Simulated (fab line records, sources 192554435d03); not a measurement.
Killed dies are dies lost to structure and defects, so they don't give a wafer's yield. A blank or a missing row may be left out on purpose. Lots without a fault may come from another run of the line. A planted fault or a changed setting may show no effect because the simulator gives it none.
fab line records | flow n5_finfet
record lots=8 wafers=24 last_day=18
route steps=1938 shown BEOL_M9@1438 PASSIVATION@1936
lots that met no fault: from a run of the same line without faults
start_h: hours from the record's first day to the start of the lot's first wafer shown | wait_h: hours since the lot's step before | " the same as in the row above | L1.1+2: a row that stands for several wafers | - no value, or no start given | * or withheld: withheld | < > ~ a bound
route shown NAME@n: a module of which the file shows steps, and the number in the route of the first | usual: mean/standard deviation of fault-free wafers | same: alike in all rows | chamber/n: place in a boat | sites: the reading at each site | _std_site: their standard deviation | _edge_site: outer sites' mean less inner sites' | radius_mm: how far each site lies from the wafer's centre | mask NAME#n: copy n | behind: the tool/chamber that last shaped the wafer | hold: why the lot was held/for how many hours/how that ended | device: the transistor (n, p or np) that didn't switch | end of line: the same wafers' tests at the end of the route | a step without rows: its recipe alone | killed: dies lost to structure and defects at the first sort, not the wafer's yield | map: a wafer's dies, x killed, . not, _ none there
set.NAME: the setting as run; set.NAME@STEP: as run at that earlier step | model.NAME: the simulator's own value behind a step, which no gauge read
steps of the route over a sample of lots; a table a step, a row a wafer
services: from which hour (start_h, from the record's first day; less than 0 if before it) a tool's chamber was out of use, for how many hours, and why
## steps
# step N5_BEOL_M9_ETCH_76
# recipe chemistry=N2/H2 target=underlayer target_depth_a=65 mask_material=CAR-EUV time_s=5.2 ion_energy_ev=200 pressure_mtorr=30 source_w=840 bias_w=150 n2_flow_sccm=200 h2_flow_sccm=200 ends=cleared
# usual bias_w=150.0/0.43 drypump_motor_current_A=5.8/0.58 etch_rf_on_time_s=5.21/0.094 h2_flow_sccm=200.0/0.6 oes_product_au=0.66/0.072 rf_vpp_V=523.0/2.6 showerhead_plenum_p_Torr=2.51/0.079 throttle_valve_pct=17.76/0.27
# columns lot.wafer tool chamber start_h wait_h bias_w drypump_motor_current_A etch_rf_on_time_s h2_flow_sccm oes_product_au rf_hours_counter_h rf_vpp_V showerhead_plenum_p_Torr throttle_valve_pct
L186.3 rie_diel-04 2 240.76 0.0 149.5 5.2 5.41 199.4 0.62 166 523.1 2.53 17.58
L186.5 " 1 " " 150.6 5.3 5.23 200.8 0.70 - 522.1 2.46 17.59
L186.6 " 0 " " 149.6 5.9 5.34 199.8 0.62 - 515.9 2.36 17.92
L189.1 rie_diel-04 2 246.35 0.0 150.2 5.2 5.32 199.3 0.62 168 522.8 2.53 17.56
L189.4 " 3 " " 150.2 6.3 5.24 201.0 0.60 223 523.2 2.50 17.82
L189.5 " 1 " " 150.4 5.3 5.19 200.5 0.69 - 521.1 2.46 17.62
L193.2 rie_diel-04 1 275.27 0.0 149.8 5.3 5.13 201.2 0.69 112 521.5 2.45 17.61
L193.4 " 3 " " 150.1 6.2 5.15 200.4 0.61 231 522.4 2.50 17.85
L193.6 " 2 " " 149.2 5.2 5.25 199.5 0.62 - 524.0 2.53 17.62
L199.1 rie_diel-04 2 322.11 0.0 149.8 5.2 5.25 199.0 0.62 190 521.3 2.52 17.62
L199.3 " 1 " " 150.8 5.3 5.12 201.0 0.68 125 518.8 2.45 17.64
L199.4 " 1 " " 150.4 5.3 5.13 199.9 0.68 - 521.4 2.45 17.63
L205.4 rie_diel-03 1 347.53 0.0 150.1 6.3 5.19 199.8 0.75 - 524.3 2.60 17.27
L205.5 " 3 " " 149.9 5.8 5.29 199.7 0.61 - 524.9 2.56 17.84
L205.6 " 0 " " 149.9 5.1 5.10 200.1 0.79 - 522.2 2.48 17.77
L204.3 rie_diel-02 0 347.56 0.0 149.7 5.8 5.28 201.7 0.79 19 526.9 2.61 18.11
L204.4 " 0 " " 150.1 5.8 5.21 200.7 0.79 - 525.2 2.61 18.14
L204.6 " 2 " " 149.8 4.7 5.05 200.3 0.73 - 527.0 2.58 17.70
L203.2 rie_diel-04 0 347.60 0.0 150.3 5.9 5.24 200.5 0.62 179 517.8 2.34 17.96
L203.3 " 1 " " 149.9 5.3 5.24 199.4 0.67 134 522.3 2.44 17.66
L203.4 " 2 " " 149.7 5.2 5.40 200.4 0.60 - 523.6 2.52 17.65
L207.1 rie_diel-02 0 378.86 0.0 149.4 5.7 5.30 200.8 0.75 28 525.4 2.61 18.15
L207.4 " 3 " " 150.2 6.6 5.05 201.0 0.69 108 522.0 2.44 17.38
L207.5 " 1 " " 149.7 6.6 5.19 199.1 0.79 - 526.7 2.61 17.86
# step N5_BEOL_M9_ETCH_65
# recipe chemistry=CF4 target=SiARC target_depth_a=156 mask_material=CAR-EUV time_s=26 ion_energy_ev=80 pressure_mtorr=40 source_w=545 bias_w=36 Ar_flow_sccm=100 cf4_flow_sccm=100 ends=cleared
# usual bias_w=35.98/0.1 drypump_motor_current_A=5.8/0.58 etch_rf_on_time_s=26.1/0.46 oes_product_au=0.67/0.073 rf_vpp_V=183.8/1.1 showerhead_plenum_p_Torr=2.12/0.065 throttle_valve_pct=15.50/0.26
# columns lot.wafer tool chamber start_h wait_h bias_w drypump_motor_current_A etch_rf_on_time_s oes_product_au rf_hours_counter_h rf_vpp_V showerhead_plenum_p_Torr throttle_valve_pct
L186.3 rie_diel-04 2 240.78 0.0 36.01 5.1 26.5 0.62 166 183.9 2.13 15.28
L186.5 " 1 " " 35.97 5.3 26.1 0.70 - 183.8 2.07 15.24
L186.6 " 0 " " 36.13 5.9 26.3 0.62 - 181.4 1.97 15.62
L189.1 rie_diel-04 2 246.37 0.0 36.05 5.2 26.6 0.63 168 184.1 2.13 15.28
L189.4 " 3 " " 35.95 6.2 25.9 0.61 223 185.2 2.12 15.67
L189.5 " 1 " " 35.99 5.3 25.8 0.69 - 183.7 2.07 15.25
L193.2 rie_diel-04 1 275.28 0.0 35.98 5.3 26.0 0.69 112 182.7 2.06 15.26
L193.4 " 3 " " 36.01 6.2 26.2 0.60 231 183.2 2.12 15.68
L193.6 " 2 " " 35.96 5.2 26.7 0.62 - 182.0 2.13 15.29
L199.1 rie_diel-04 2 322.13 0.0 36.03 5.1 27.0 0.60 190 184.7 2.12 15.33
L199.3 " 1 " " 35.92 5.3 26.2 0.67 125 182.0 2.06 15.28
L199.4 " 1 " " 35.94 5.3 26.4 0.67 - 182.8 2.06 15.29
L205.4 rie_diel-03 1 347.55 0.0 35.78 6.3 25.4 0.76 - 185.1 2.18 15.02
L205.5 " 3 " " 35.97 5.8 26.0 0.63 - 185.3 2.14 15.46
L205.6 " 0 " " 35.93 5.1 25.5 0.79 - 183.7 2.12 15.56
L204.3 rie_diel-02 0 347.58 0.0 35.89 5.8 25.8 0.79 19 185.5 2.20 15.82
L204.4 " 0 " " 35.91 5.8 25.9 0.78 - 185.5 2.20 15.84
L204.6 " 2 " " 36.01 4.6 24.9 0.73 - 184.6 2.19 15.57
L203.2 rie_diel-04 0 347.62 0.0 35.88 5.9 25.8 0.62 179 182.4 1.97 15.66
L203.3 " 1 " " 35.90 5.3 25.9 0.67 134 182.8 2.06 15.29
L203.4 " 2 " " 35.89 5.2 26.8 0.60 - 184.6 2.12 15.35
L207.1 rie_diel-02 0 378.88 0.0 36.05 5.7 26.0 0.76 28 185.2 2.20 15.84
L207.4 " 3 " " 36.04 6.6 25.4 0.68 108 182.8 2.08 15.31
L207.5 " 1 " " 36.19 6.6 25.7 0.80 - 186.2 2.18 15.45
# step N5_BEOL_M9_STRIP_36
# recipe chemistry=N2/H2 power_w=450 temp_c=40 pressure_mtorr=20 rf_frequency_hz=6e+07 overash_fraction=0.3 bias_power_w=7 h2_frac=0.5 n2_flow_sccm=200 h2_flow_sccm=200
# usual drypump_motor_current_A=5.8/0.58 h2_flow_sccm=200.0/0.63 oes_product_au=0.78/0.085 rf_vpp_V=59.2/1.5 showerhead_plenum_p_Torr=2.51/0.079 throttle_valve_pct=23.56/0.29
# columns lot.wafer tool chamber start_h wait_h drypump_motor_current_A h2_flow_sccm oes_product_au rf_hours_counter_h rf_vpp_V showerhead_plenum_p_Torr throttle_valve_pct
L186.3 rie_diel-04 2 240.97 0.0 5.2 199.6 0.73 166 60.2 2.53 23.41
L186.5 " 1 " " 5.3 198.1 0.81 - 61.9 2.45 23.46
L186.6 " 0 " " 5.9 201.0 0.74 - 58.5 2.35 23.71
L189.1 rie_diel-04 2 246.56 0.0 5.2 199.8 0.73 168 58.7 2.52 23.40
L189.4 " 3 " " 6.3 199.3 0.71 223 57.5 2.50 23.56
L189.5 " 1 " " 5.3 200.6 0.80 - 59.8 2.45 23.47
L193.2 rie_diel-04 1 275.47 0.0 5.3 199.9 0.82 112 61.0 2.45 23.47
L193.4 " 3 " " 6.3 201.8 0.71 231 61.8 2.50 23.58
L193.6 " 2 " " 5.2 200.3 0.72 - 56.9 2.52 23.40
L199.1 rie_diel-04 2 322.32 0.0 5.2 200.7 0.71 190 59.1 2.52 23.41
L199.3 " 1 " " 5.3 200.7 0.80 125 58.4 2.44 23.51
L199.4 " 1 " " 5.3 199.4 0.78 - 55.8 2.44 23.51
L205.4 rie_diel-03 1 347.75 0.0 6.3 200.0 0.89 - 58.5 2.59 23.06
L205.5 " 3 " " 5.8 199.9 0.73 - 60.6 2.55 23.68
L205.6 " 0 " " 5.2 199.4 0.94 - 59.3 2.48 23.73
L204.3 rie_diel-02 0 347.77 0.0 5.7 200.7 0.93 19 58.9 2.61 24.04
L204.4 " 0 " " 5.7 200.2 0.92 - 58.0 2.61 24.06
L204.6 " 2 " " 4.6 199.2 0.84 - 61.4 2.57 23.52
L203.2 rie_diel-04 0 347.81 0.0 5.9 199.3 0.70 179 61.4 2.34 23.75
L203.3 " 1 " " 5.3 199.3 0.77 134 58.8 2.44 23.49
L203.4 " 2 " " 5.1 200.0 0.70 - 61.9 2.51 23.46
L207.1 rie_diel-02 0 379.07 0.0 5.8 200.5 0.90 29 59.1 2.60 24.04
L207.4 " 3 " " 6.6 199.9 0.80 108 58.0 2.44 23.09
L207.5 " 1 " " 6.6 199.8 0.92 - 60.1 2.61 23.74
# step N5_BEOL_M9_TRENCH_ETCH_37
# recipe chemistry=C4F6/O2 target_depth_a=1514.3 target=SiCOH_lowk time_s=49 ion_energy_ev=250 pressure_mtorr=30 source_w=345 bias_w=185 Ar_flow_sccm=300 C4F6_flow_sccm=10 O2_flow_sccm=10
# usual bias_w=185.0/0.51 drypump_motor_current_A=5.8/0.58 oes_product_au=0.78/0.086 rf_vpp_V=667/12 showerhead_plenum_p_Torr=2.82/0.088 throttle_valve_pct=20.80/0.26
# columns lot.wafer tool chamber start_h wait_h bias_w drypump_motor_current_A oes_product_au rf_hours_counter_h rf_vpp_V showerhead_plenum_p_Torr throttle_valve_pct
L186.3 rie_diel-04 2 241.01 - 185.6 5.2 0.73 166 668 2.84 20.59
L186.5 " 1 " " 185.0 5.3 0.81 - 682 2.74 20.48
L186.6 " 0 " " 185.0 5.9 0.73 - 641 2.61 20.84
L189.1 rie_diel-04 2 246.60 - 185.4 5.2 0.73 168 667 2.84 20.59
L189.4 " 3 " " 184.6 6.2 0.71 223 665 2.82 20.95
L189.5 " 1 " " 184.6 5.3 0.81 - 682 2.74 20.46
L193.2 rie_diel-04 1 275.51 - 185.7 5.3 0.80 112 683 2.73 20.48
L193.4 " 3 " " 185.8 6.3 0.70 231 665 2.82 20.97
L193.6 " 2 " " 185.3 5.2 0.72 - 668 2.84 20.60
L199.1 rie_diel-04 2 322.36 - 70.9 5.2 0.61 190 310 2.83 20.58
L199.3 " 1 " " 70.9 5.3 0.67 125 316 2.73 20.46
L199.4 " 1 " " 71.1 5.3 0.67 - 316 2.73 20.47
L205.4 rie_diel-03 1 347.79 - 185.6 6.3 0.89 - 678 2.90 20.34
L205.5 " 3 " " 185.6 5.8 0.73 - 666 2.84 20.72
L205.6 " 0 " " 185.1 5.1 0.91 - 668 2.82 21.06
L204.3 rie_diel-02 0 347.81 - 185.3 5.8 0.91 19 642 2.91 21.17
L204.4 " 0 " " 184.8 5.8 0.92 - 643 2.91 21.18
L204.6 " 2 " " 185.0 4.7 0.85 - 665 2.92 20.99
L203.2 rie_diel-04 0 347.85 - 71.1 5.9 0.60 179 297 2.60 20.85
L203.3 " 1 " " 71.8 5.3 0.65 134 317 2.72 20.47
L203.4 " 2 " " 71.0 5.2 0.60 - 311 2.83 20.58
L207.1 rie_diel-02 0 379.11 - 185.1 5.7 0.89 29 643 2.91 21.19
L207.4 " 3 " " 185.5 6.6 0.79 108 671 2.77 20.66
L207.5 " 1 " " 185.1 6.6 0.93 - 673 2.89 20.79
# step N5_BEOL_M9_OCD_MEAS_38
# usual trench_depth_nm=150.1/2.7
# columns lot.wafer tool chamber start_h wait_h trench_depth_nm
L186.3 ocd-02 - 241.18 - 147.1
L186.5 " - " " 151.0
L186.6 " - " " 148.3
L189.1 ocd-02 - 246.77 - 147.8
L189.4 " - " " 149.3
L189.5 " - " " 150.8
L193.2 ocd-02 - 275.69 - 150.8
L193.4 " - " " 149.2
L193.6 " - " " 145.4
L199.1 ocd-01 - 322.53 - 112.7
L199.3 " - " " 115.6
L199.4 " - " " 115.5
L205.4 ocd-01 - 347.94 - 152.3
L205.5 " - " " 150.3
L205.6 " - " " 151.4
L204.3 ocd-02 - 347.98 - 149.1
L204.4 " - " " 150.1
L204.6 " - " " 153.4
L203.2 ocd-01 - 348.02 - 112.6
L203.3 " - " " 112.3
L203.4 " - " " 110.4
L207.1 ocd-02 - 379.28 - 148.4
L207.4 " - " " 152.5
L207.5 " - " " 151.1
# step N5_BEOL_M9_THK_MEAS_53
# recipe thk_meas_gauge=xrf reads=Cu_of_BEOL_M9_ECD_50
# usual M9_THK=141/3.1
# columns lot.wafer tool chamber start_h wait_h M9_THK[nm]
L186.3 film_metro-01 - 243.35 - 138
L186.5 " - " " 143
L186.6 " - " " 141
L189.1 film_metro-02 - 249.88 - 139
L189.4 " - " " 142
L189.5 " - " " 141
L193.2 film_metro-01 - 279.59 - 142
L193.4 " - " " 140
L193.6 " - " " 137
L199.1 film_metro-01 - 327.81 - 103
L199.3 " - " " 108
L199.4 " - " " 106
L205.4 film_metro-02 - 350.33 - 143
L205.5 " - " " 140
L205.6 " - " " 138
L204.3 film_metro-01 - 350.36 - 138
L204.4 " - " " 138
L204.6 " - " " 141
L203.2 film_metro-02 - 351.07 - 101
L203.3 " - " " 101
L203.4 " - " " 97
L207.1 film_metro-01 - 385.10 - 137
L207.4 " - " " 144
L207.5 " - " " 142
# step N5_BEOL_M9_RS_MEAS_57
# recipe thk_meas_gauge=four-point-probe reads=Cu_of_BEOL_M9_ECD_50+Co_of_BEOL_M9_CVD_78+TaN_of_BEOL_M9_ALD_74
# usual M9_RS=0.153/0.0036
# columns lot.wafer tool chamber start_h wait_h M9_RS[ohm/sq]
L186.3 film_metro-01 - 243.49 0.1 0.158
L186.5 " - " " 0.151
L186.6 " - " " 0.154
L189.1 film_metro-02 - 250.02 0.1 0.155
L189.4 " - " " 0.150
L189.5 " - " " 0.152
L193.2 film_metro-02 - 279.73 0.1 0.152
L193.4 " - " " 0.154
L193.6 " - " " 0.158
L199.1 film_metro-01 - 327.95 0.1 0.216
L199.3 " - " " 0.205
L199.4 " - " " 0.210
L205.4 film_metro-01 - 350.47 0.0 0.150
L205.5 " - " " 0.154
L205.6 " - " " 0.157
L204.3 film_metro-02 - 350.49 0.1 0.156
L204.4 " - " " 0.155
L204.6 " - " " 0.153
L203.2 film_metro-02 - 351.20 0.1 0.221
L203.3 " - " " 0.220
L203.4 " - " " 0.231
L207.1 film_metro-01 - 385.24 0.1 0.157
L207.4 " - " " 0.150
L207.5 " - " " 0.152
# step N5_PASSIVATION_PROBE_49
# usual defect_limited_yield=91.4/1.4 killed_at_M0_to_M3=33/11 killed_at_M4_up=13/5.3 killed_at_contacts=13/6.1 killed_at_front_end=40/11 killed_at_other=2.9/2.7 killed_dies=102/17 killed_open=68/13 killed_short=32/7.5 sort_bin_4_leakage=0.00/0.022 sort_bin_5_function=5.1/0.98 sort_bin_6_memory=3.2/0.69 sort_bin_8_speed=0.1/1.1 sort_n_pass=1077/21
# same gross_dies=1180 killed_at_back_side=0
# columns lot.wafer tool chamber start_h wait_h defect_limited_yield[%] killed_at_M0_to_M3 killed_at_M4_up killed_at_contacts killed_at_front_end killed_at_other killed_dies killed_open killed_short sort_bin_4_leakage[%] sort_bin_5_function[%] sort_bin_6_memory[%] sort_bin_8_speed[%] sort_n_pass
L186.3 prober-01 - 305.62 0.1 90.7 24 9 22 53 2 110 67 41 0 5.2 3.6 0 1070
L186.5 prober-01 - 305.72 0.2 91.2 32 10 28 31 3 104 68 36 0 6.0 2.6 0 1076
L186.6 prober-01 - 305.77 0.3 89.9 28 22 33 33 3 119 75 41 0 6.0 3.3 0 1061
L189.1 prober-02 - 316.17 0.0 90.8 29 13 9 51 6 108 56 52 0 5.8 2.5 0 1072
L189.4 prober-02 - 316.32 0.2 88.6 26 9 24 65 10 134 96 37 0 7.1 3.8 0 1046
L189.5 prober-02 - 316.37 0.2 91.0 25 7 11 60 3 106 73 33 0 5.0 3.8 0 1074
L193.2 prober-01 - 349.37 0.1 93.6 14 10 7 44 0 75 45 28 0 3.8 2.5 0 1105
L193.4 prober-01 - 349.47 0.2 91.4 35 16 9 39 2 101 72 27 0 5.3 2.9 0 1079
L193.6 prober-01 - 349.57 0.3 94.2 22 13 6 25 2 68 43 22 0 3.0 2.5 0 1112
L199.1 prober-02 - 391.82 0.0 91.0 32 15 10 45 4 106 65 38 0 6.0 2.7 0.1 1074
L199.3 prober-02 - 391.92 0.1 90.2 31 21 16 46 2 116 75 39 0 5.7 3.8 0.1 1064
L199.4 prober-02 - 391.97 0.2 90.8 31 17 13 42 5 108 78 27 0 5.0 3.6 0.1 1072
L204.3 prober-01 - 409.07 0.1 90.2 38 10 34 30 4 116 80 35 0 5.8 3.7 0 1064
L204.4 prober-01 - 409.12 0.2 89.1 40 9 22 45 13 129 91 35 0 6.3 4.5 0 1051
L204.6 prober-01 - 409.22 0.3 90.9 34 18 30 21 4 107 81 25 0 5.1 3.7 0 1073
L205.4 prober-02 - 411.35 0.2 91.0 30 16 13 43 4 106 72 33 0.08 6.4 2.3 0 1073
L205.5 prober-02 - 411.40 0.2 93.3 36 11 7 24 1 79 49 29 0 3.5 3.0 0 1101
L205.6 prober-02 - 411.45 0.3 89.5 52 16 9 44 3 124 83 40 0 6.4 4.0 0 1056
L203.2 prober-01 - 414.94 0.1 94.2 17 10 7 33 1 68 40 26 0 2.9 2.5 0.2 1112
L203.3 prober-01 - 414.99 0.1 90.7 32 14 16 42 6 110 72 37 0 6.7 2.3 0.1 1070
L203.4 prober-01 - 415.04 0.2 92.4 29 14 5 38 4 90 55 30 0 5.3 1.7 0.3 1090
L207.1 prober-02 - 437.13 0.0 92.2 38 10 6 35 3 92 56 36 0 4.7 2.7 0 1088
L207.4 prober-02 - 437.28 0.2 92.1 35 5 9 41 3 93 66 25 0 5.1 2.6 0 1087
L207.5 prober-02 - 437.33 0.2 91.8 29 12 13 42 1 97 63 32 0 5.4 2.5 0 1083
# killed by level:class
L186.3 FIN_SAQP:geometric_particle:open=19 FIN_SAQP:geometric_particle:short=13 MOL_CONTACT_COAG:geometric_particle:open=13 MOL_CONTACT_COAG:geometric_particle:short=9 BEOL_M3:geometric_particle:open=6 BEOL_M4:geometric_particle:open=6 STARTING-WAFER:geometric_particle:open=6 BEOL_M0_SAQP:geometric_particle:short=4
L186.5 MOL_CONTACT_COAG:geometric_particle:open=22 FIN_SAQP:geometric_particle:open=10 STI_FIN_REVEAL:geometric_particle:open=9 BEOL_M0_SAQP:geometric_particle:short=7 MOL_CONTACT_COAG:geometric_particle:short=6 BEOL_M4:geometric_particle:open=6 BEOL_M0_SAQP:geometric_particle:open=5 BEOL_M0:geometric_particle:short=5
L186.6 MOL_CONTACT_COAG:geometric_particle:open=24 MOL_CONTACT_COAG:geometric_particle:short=9 BEOL_M1:geometric_particle:open=9 BEOL_M4:geometric_particle:open=9 FIN_SAQP:geometric_particle:open=8 STI_FIN_REVEAL:geometric_particle:open=5 GATE_CUT:geometric_particle:short=5 BEOL_M1:geometric_particle:short=4
L189.1 FIN_SAQP:geometric_particle:open=17 FIN_SAQP:geometric_particle:short=15 BEOL_M2:geometric_particle:short=10 MOL_CONTACT_COAG:geometric_particle:open=7 BEOL_M0_SAQP:geometric_particle:open=5 BEOL_M4:geometric_particle:open=5 BEOL_M1:geometric_particle:short=4 STI_FIN_REVEAL:geometric_particle:open=3
L189.4 FIN_SAQP:geometric_particle:open=24 MOL_CONTACT_COAG:geometric_particle:open=21 STI_FIN_REVEAL:geometric_particle:open=18 BEOL_M2:geometric_particle:short=9 FIN_SAQP:geometric_particle:short=8 BEOL_M0_SAQP:geometric_particle:open=6 STI_FIN_REVEAL:geometric_particle:short=4 STARTING-WAFER:geometric_particle:open=4
L189.5 FIN_SAQP:geometric_particle:open=16 STI_FIN_REVEAL:geometric_particle:open=10 MOL_CONTACT_COAG:geometric_particle:open=9 FIN_SAQP:geometric_particle:short=7 GATE_CUT:geometric_particle:short=7 STARTING-WAFER:geometric_particle:short=7 BEOL_M3:geometric_particle:open=7 DUMMY_GATE:geometric_particle:open=6
L193.2 STI_FIN_REVEAL:geometric_particle:open=14 FIN_SAQP:geometric_particle:short=11 FIN_SAQP:geometric_particle:open=4 MOL_CONTACT_COAG:geometric_particle:open=4 BEOL_M4:geometric_particle:open=4 GATE_CUT:geometric_particle:short=3 MOL_CONTACT_COAG:geometric_particle:short=3 BEOL_M0_SAQP:geometric_particle:open=3
L193.4 FIN_SAQP:geometric_particle:short=12 BEOL_M0_SAQP:geometric_particle:open=8 DUMMY_GATE:geometric_particle:open=7 MOL_CONTACT_COAG:geometric_particle:open=7 BEOL_M1:geometric_particle:open=7 BEOL_M2:geometric_particle:open=7 FIN_SAQP:geometric_particle:open=6 STI_FIN_REVEAL:geometric_particle:open=6
L193.6 DUMMY_GATE:geometric_particle:open=8 BEOL_M4:geometric_particle:open=7 MOL_CONTACT_COAG:geometric_particle:open=5 BEOL_M0_SAQP:geometric_particle:short=5 BEOL_M3:geometric_particle:open=5 FIN_SAQP:geometric_particle:short=3 BEOL_M0_SAQP:geometric_particle:open=3 BEOL_M1:geometric_particle:open=3
L199.1 BEOL_M3:geometric_particle:open=11 FIN_SAQP:geometric_particle:open=10 STI_FIN_REVEAL:geometric_particle:open=9 MOL_CONTACT_COAG:geometric_particle:open=8 FIN_SAQP:geometric_particle:short=7 BEOL_M0_SAQP:geometric_particle:open=7 BEOL_M0_SAQP:geometric_particle:short=7 STI_FIN_REVEAL:geometric_particle:short=5
L199.3 FIN_SAQP:geometric_particle:open=11 MOL_CONTACT_COAG:geometric_particle:open=11 STI_FIN_REVEAL:geometric_particle:open=9 BEOL_M0_SAQP:geometric_particle:open=8 BEOL_M2:geometric_particle:open=6 FIN_SAQP:geometric_particle:short=5 BEOL_M0_SAQP:geometric_particle:short=5 BEOL_M3:geometric_particle:open=5
L199.4 STI_FIN_REVEAL:geometric_particle:open=18 MOL_CONTACT_COAG:geometric_particle:open=10 BEOL_M0_SAQP:geometric_particle:open=10 FIN_SAQP:geometric_particle:open=9 BEOL_M0_SAQP:geometric_particle:short=8 BEOL_M4:geometric_particle:open=6 BEOL_M3:geometric_particle:open=5 STARTING-WAFER:geometric_particle:short=5
L204.3 MOL_CONTACT_COAG:geometric_particle:open=31 BEOL_M0_SAQP:geometric_particle:short=8 BEOL_M1:geometric_particle:open=8 BEOL_M3:geometric_particle:open=8 GATE_CUT:geometric_particle:short=6 BEOL_M0_SAQP:geometric_particle:open=5 STI_FIN_REVEAL:geometric_particle:open=4 BEOL_M2:geometric_particle:open=4
L204.4 STI_FIN_REVEAL:geometric_particle:open=19 MOL_CONTACT_COAG:geometric_particle:open=19 BEOL_M0_SAQP:geometric_particle:short=9 BEOL_M1:geometric_particle:open=9 BEOL_M4:geometric_particle:open=7 BEOL_M0_SAQP:geometric_particle:open=6 BEOL_M2:geometric_particle:open=6 PASS1_CAP:geometric_particle:open=5
L204.6 MOL_CONTACT_COAG:geometric_particle:open=25 BEOL_M0_SAQP:geometric_particle:open=11 BEOL_M2:geometric_particle:open=10 BEOL_M4:geometric_particle:open=10 MOL_CONTACT_COAG:geometric_particle:short=5 FIN_SAQP:geometric_particle:open=3 DUMMY_GATE:geometric_particle:short=3 ILD0:geometric_particle:open=3
L205.4 FIN_SAQP:geometric_particle:open=12 FIN_SAQP:geometric_particle:short=11 MOL_CONTACT_COAG:geometric_particle:open=9 BEOL_M4:geometric_particle:open=9 STI_FIN_REVEAL:geometric_particle:open=8 BEOL_M1:geometric_particle:open=8 BEOL_M0_SAQP:geometric_particle:open=7 DUMMY_GATE:geometric_particle:open=5
L205.5 STI_FIN_REVEAL:geometric_particle:open=10 BEOL_M3:geometric_particle:short=9 BEOL_M1:geometric_particle:open=7 MOL_CONTACT_COAG:geometric_particle:open=6 BEOL_M2:geometric_particle:open=6 BEOL_M3:geometric_particle:open=6 FIN_SAQP:geometric_particle:short=4 BEOL_M0_SAQP:geometric_particle:short=4
L205.6 FIN_SAQP:geometric_particle:open=17 BEOL_M2:geometric_particle:open=12 BEOL_M0_SAQP:geometric_particle:short=10 BEOL_M1:geometric_particle:open=9 STI_FIN_REVEAL:geometric_particle:open=8 MOL_CONTACT_COAG:geometric_particle:open=7 FIN_SAQP:geometric_particle:short=6 BEOL_M3:geometric_particle:short=6
L203.2 FIN_SAQP:geometric_particle:open=11 MOL_CONTACT_COAG:geometric_particle:open=7 BEOL_M0_SAQP:geometric_particle:short=7 FIN_SAQP:geometric_particle:short=6 STARTING-WAFER:geometric_particle:open=5 BEOL_M0:geometric_particle:open=4 STARTING-WAFER:geometric_particle:short=4 DUMMY_GATE:geometric_particle:open=2
L203.3 FIN_SAQP:geometric_particle:open=13 BEOL_M2:geometric_particle:open=12 MOL_CONTACT_COAG:geometric_particle:open=11 FIN_SAQP:geometric_particle:short=9 STI_FIN_REVEAL:geometric_particle:open=9 BEOL_M0_SAQP:geometric_particle:open=6 MOL_CONTACT_COAG:geometric_particle:short=5 BEOL_M1:geometric_particle:open=5
L203.4 FIN_SAQP:geometric_particle:open=14 FIN_SAQP:geometric_particle:short=8 BEOL_M1:geometric_particle:open=7 BEOL_M3:geometric_particle:open=6 STI_FIN_REVEAL:geometric_particle:open=5 MOL_CONTACT_COAG:geometric_particle:open=4 BEOL_M0_SAQP:geometric_particle:open=4 BEOL_M4:geometric_particle:open=4
L207.1 STI_FIN_REVEAL:geometric_particle:open=12 BEOL_M0_SAQP:geometric_particle:short=11 BEOL_M3:geometric_particle:open=10 BEOL_M0_SAQP:geometric_particle:open=7 BEOL_M4:geometric_particle:open=7 FIN_SAQP:geometric_particle:open=4 MOL_CONTACT_COAG:geometric_particle:open=4 BEOL_M1:geometric_particle:open=4
L207.4 DUMMY_GATE:geometric_particle:open=13 BEOL_M3:geometric_particle:open=12 BEOL_M1:geometric_particle:open=9 FIN_SAQP:geometric_particle:short=8 MOL_CONTACT_COAG:geometric_particle:open=8 STI_FIN_REVEAL:geometric_particle:open=6 BEOL_M0_SAQP:geometric_particle:open=5 FIN_SAQP:geometric_particle:open=3
L207.5 STI_FIN_REVEAL:geometric_particle:open=12 MOL_CONTACT_COAG:geometric_particle:open=12 FIN_SAQP:geometric_particle:short=9 BEOL_M1:geometric_particle:open=7 BEOL_M3:geometric_particle:open=6 FIN_SAQP:geometric_particle:open=5 STARTING-WAFER:geometric_particle:short=5 STI_FIN_REVEAL:geometric_particle:short=4
## services
# columns tool chamber start_h hours kind
rie_diel-02 0 238.33 5.8 repair
rie_diel-03 0 241.10 - clean
rie_diel-03 0 241.10 - consumable_replace:focus_ring
rie_diel-03 0 241.10 13.3 scheduled_down
rie_diel-03 0 241.10 13.3 vent_cycle
rie_diel-03 1 264.73 - clean
rie_diel-03 1 264.73 - consumable_replace:focus_ring
rie_diel-03 1 264.73 16.1 scheduled_down
rie_diel-03 1 264.73 16.1 vent_cycle
rie_diel-03 - 271.55 14.6 pm
rie_diel-02 0 274.53 - clean
rie_diel-02 0 274.53 - consumable_replace:focus_ring
rie_diel-02 0 274.53 14.8 scheduled_down
rie_diel-02 0 274.53 14.8 vent_cycle
rie_diel-03 0 318.78 21.1 repair
rie_diel-04 0 319.25 5.6 repair
rie_diel-02 1 330.24 - clean
rie_diel-02 1 330.24 - consumable_replace:focus_ring
rie_diel-02 1 330.24 18.0 scheduled_down
rie_diel-02 1 330.24 18.0 vent_cycle
rie_diel-04 3 338.66 - clean
rie_diel-04 3 338.66 - consumable_replace:focus_ring
rie_diel-04 3 338.66 15.6 scheduled_down
rie_diel-04 3 338.66 15.6 vent_cycle
## key
first_sign step=N5_BEOL_M9_TRENCH_ETCH_37 reading=bias_w direction=down sigmas=99+ usual=* struck=*
effect step=N5_BEOL_M9_TRENCH_ETCH_37 reading=rf_vpp_V direction=down sigmas=30 usual=667 struck=311
effect step=N5_BEOL_M9_OCD_MEAS_38 reading=trench_depth_nm direction=down sigmas=14 usual=150.1 struck=113.2
effect step=N5_BEOL_M9_THK_MEAS_53 reading=M9_THK direction=down sigmas=12 usual=141 struck=103
effect step=N5_BEOL_M9_RS_MEAS_57 reading=M9_RS direction=up sigmas=18 usual=0.153 struck=0.217
met_at N5_BEOL_M9_TRENCH_ETCH_37
struck_lots L199,L203
not_acting_at N5_BEOL_M9_ETCH_76,N5_BEOL_M9_ETCH_65,N5_BEOL_M9_STRIP_36
onset_between 275.51 322.36
fault kind=process_parameter_drift tool=rie_diel-04 chamber=- onset_h=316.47 steps=N5_BEOL_M9_TRENCH_ETCH_37 channel=bias_w offset=* shape=step acts_in=* stated=*
